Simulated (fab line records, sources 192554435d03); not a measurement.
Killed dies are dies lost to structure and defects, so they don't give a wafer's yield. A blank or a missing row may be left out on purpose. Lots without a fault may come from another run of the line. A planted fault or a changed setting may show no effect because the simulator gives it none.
A lot that was struck, set against a sound lot -- flow n5_finfet -- 40 out of 1938 route steps
Sound: wafers L423.1, L423.3, L423.4. Wafers struck: L428.1, L428.2, L428.4. The cause is given at the end.
For every step that has rows: the tool of each side, followed by ch and its chambers, followed by its first start. Under that, the readings that differ: sound wafers -- struck wafers -- difference of the means -- sigmas: that difference in standard deviations of wafers without a fault.
alike: words and numbers the same on both sides, and readings whose means are apart by under 2 such deviations; not compared: readings that were withheld, readings missing a value for some wafer, numbers with overlapping values and no deviation given by the record, and bounds like >300 which may hide the same value.
A row with sigmas, a row that says differs or no value, or rows on one side alone: a step with any of these is where the two part. When numbers do not overlap yet have no deviation, they are printed without sigmas and do not part them. A reading missing from all wafers of one side parts the sides only when that side holds two or more wafers.

first, 11 steps without rows for these wafers: N5_STI_FIN_REVEAL_ALD_14 (deposits Si3N4, target thk 3 nm); N5_STI_FIN_REVEAL_FCVD_FILL_01 (material SiO2 flowable, target thk 312 nm, time 512.2 s); N5_STI_FIN_REVEAL_DENSIFY_02 (time 1800 s); N5_STI_FIN_REVEAL_CMP_04 (polishes, stops on Si3N4, t overpolish 4 s, target thk 131.83 nm); N5_STI_FIN_REVEAL_DENSIFY_30; N5_STI_FIN_REVEAL_ETCHBACK_08 (etches SiO2 in C4F6/O2, target depth 30.5 nm, time 10.167 s); N5_STI_FIN_REVEAL_STRIP_24 (strips in N2/H2, time 90 s); N5_STI_FIN_REVEAL_PRECLEAN_25 (cleans in SPM, time 90 s); N5_STI_FIN_REVEAL_PRECLEAN_26 (cleans in SC1, time 45 s); N5_STI_FIN_REVEAL_PRECLEAN_29 (cleans in DHF, time 30 s); N5_STI_FIN_REVEAL_SRD_12 (time 30 s).
N5_STI_FIN_REVEAL_RECESS_09: chemistry HF/NH3, target SiO2, afs cycles 11, target depth 42.5 nm, sublimation time 60 s.
  sound on vapor_etch-02 ch 0,1, day 4 11:15; struck on vapor_etch-02 ch 0,1, day 5 17:54
  alike: drypump_motor_current_A, temp_c
then, 10 steps without rows for these wafers: N5_STI_FIN_REVEAL_STRIP_16 (strips SiNx in H3PO4, target depth 23.8 nm); N5_STI_FIN_REVEAL_PRECLEAN_17 (cleans in NF3:NH3, afs cycles 1, time 20 s, sublimation time 60 s); N5_STI_FIN_REVEAL_ETCH_34 (etches Si in H2, material Si, target depth 0.97 nm); N5_STI_FIN_REVEAL_OXIDATION_31 (chemistry O2 PLASMA REMOTE, time 20 s); N5_STI_FIN_REVEAL_PRECLEAN_32 (cleans in NF3:NH3, afs cycles 1, time 20 s, sublimation time 60 s); N5_STI_FIN_REVEAL_STRIP_35 (strips Si3N4 in H3PO4, target depth 4 nm, time 39 s); N5_STI_FIN_REVEAL_SRD_21 (time 30 s); N5_STI_FIN_REVEAL_OXIDATION_33 (chemistry O2 PLASMA REMOTE, time 20 s); N5_STI_FIN_REVEAL_CLEAN_19 (cleans in O3/DIW, time 120 s); N5_STI_FIN_REVEAL_SRD_23 (time 30 s).
N5_STI_FIN_REVEAL_FIN_H_MEAS_10:
  sound: ocd-02 at day 4 13:57; struck: ocd-01 at day 5 20:36
reading,sound,struck,difference,sigmas
trench_depth_nm (nm),52.2 52.5 52.8,47.4 47.8 47.5,-4.9,-7
then, 15 steps without rows for these wafers: N5_STI_FIN_REVEAL_PRECLEAN_18 (cleans in SC2, time 45 s); N5_STI_FIN_REVEAL_SRD_28 (time 30 s); N5_DUMMY_GATE_PRECLEAN_00 (cleans in O3/DIW, time 60 s); N5_DUMMY_GATE_SRD_01 (time 30 s); N5_DUMMY_GATE_ALD_02 (deposits SiO2, target thk 2 nm, pulse time 1 s); N5_DUMMY_GATE_CVD_03 (deposits a-Si from SiH4, target thk 150 nm, time 8042 s); N5_DUMMY_GATE_PRECLEAN_46 (cleans in DIW, time 89.5 s); N5_DUMMY_GATE_SRD_47 (dry time 32 s); N5_DUMMY_GATE_CMP_04 (polishes a-Si); N5_DUMMY_GATE_HM_DEP_06 (deposits SiNx from DCS/NH3, target thk 80 nm, time 5141 s); N5_DUMMY_GATE_PECVD_30 (deposits SiO2 from TEOS/O2, target thk 55 nm, time 10.8 s); N5_DUMMY_GATE_COAT_34 (time 60 s, resist thk 60 nm); N5_DUMMY_GATE_COAT_35 (time 60 s, resist thk 10 nm); N5_DUMMY_GATE_COAT_28 (time 60 s, resist thk 10 nm); N5_DUMMY_GATE_COAT_09 (resist thk 30 nm).
-- the record jumps here: 5 days lie between the struck wafers' starts before and after (it left off in module DUMMY_GATE and takes up again in module BEOL_M4, whose first step shown is number 1111 of the route) --
N5_BEOL_M4_RC_MEAS_101:
  sound on prober-01 ch 0, day 9 22:39; struck on prober-01 ch 0, day 11 04:12
reading,sound,struck,difference,sigmas
DIBL_N (mV/V),37.3 36.6 34.8,45.6 44.2 44.3,+8.5,+6
IOFF_N (nA/um),0.180 0.170 0.129,0.539 0.434 0.454,+0.316,+15
IOFF_N_85C (nA/um),3.4 3.3 2.6,8.5 7.1 7.4,+4.6,+13
ION_N (uA/um),671 675 661,618 622 618,-50,-6
ION_P (uA/um),469 461 460,426 425 421,-39,-7
SS_N (mV/dec),71.6 71.4 71.5,82.0 79.4 79.9,+8.9,+18
  alike: DIBL_P, IOFF_P, IOFF_P_85C, SS_P, VT_N, VT_P
-- the record jumps here: 4 days lie between the struck wafers' starts before and after (it left off in module BEOL_M4 and takes up again in module PASSIVATION, whose first step shown is number 1936 of the route) --
N5_PASSIVATION_PROBE_49:
  sound: prober-01 at day 14 02:20; struck: prober-02 at day 15 06:44
reading,sound,struck,difference,sigmas
sort_bin_4_leakage (%),0 0 0,62.37 22.03 30.51,+38.30,
sort_bin_8_speed (%),0 0 0,24.49 44.58 53.39,+40.82,
sort_n_pass,1086 1079 1063,52 265 112,-933,-58
sort_yield_pct (%),92.0 91.4 90.1,4.4 22.5 9.5,-79.0,-56
  alike: defect_limited_yield, killed_at_M0_to_M3, killed_at_M4_up, killed_at_contacts, killed_at_front_end, killed_at_other, killed_dies, killed_open, killed_short, sort_bin_5_function, sort_bin_6_memory

== WHERE THEY PART ==
Earliest at N5_STI_FIN_REVEAL_FIN_H_MEAS_10; latest, in this record, at N5_PASSIVATION_PROBE_49.

WHY: what the simulator had put in
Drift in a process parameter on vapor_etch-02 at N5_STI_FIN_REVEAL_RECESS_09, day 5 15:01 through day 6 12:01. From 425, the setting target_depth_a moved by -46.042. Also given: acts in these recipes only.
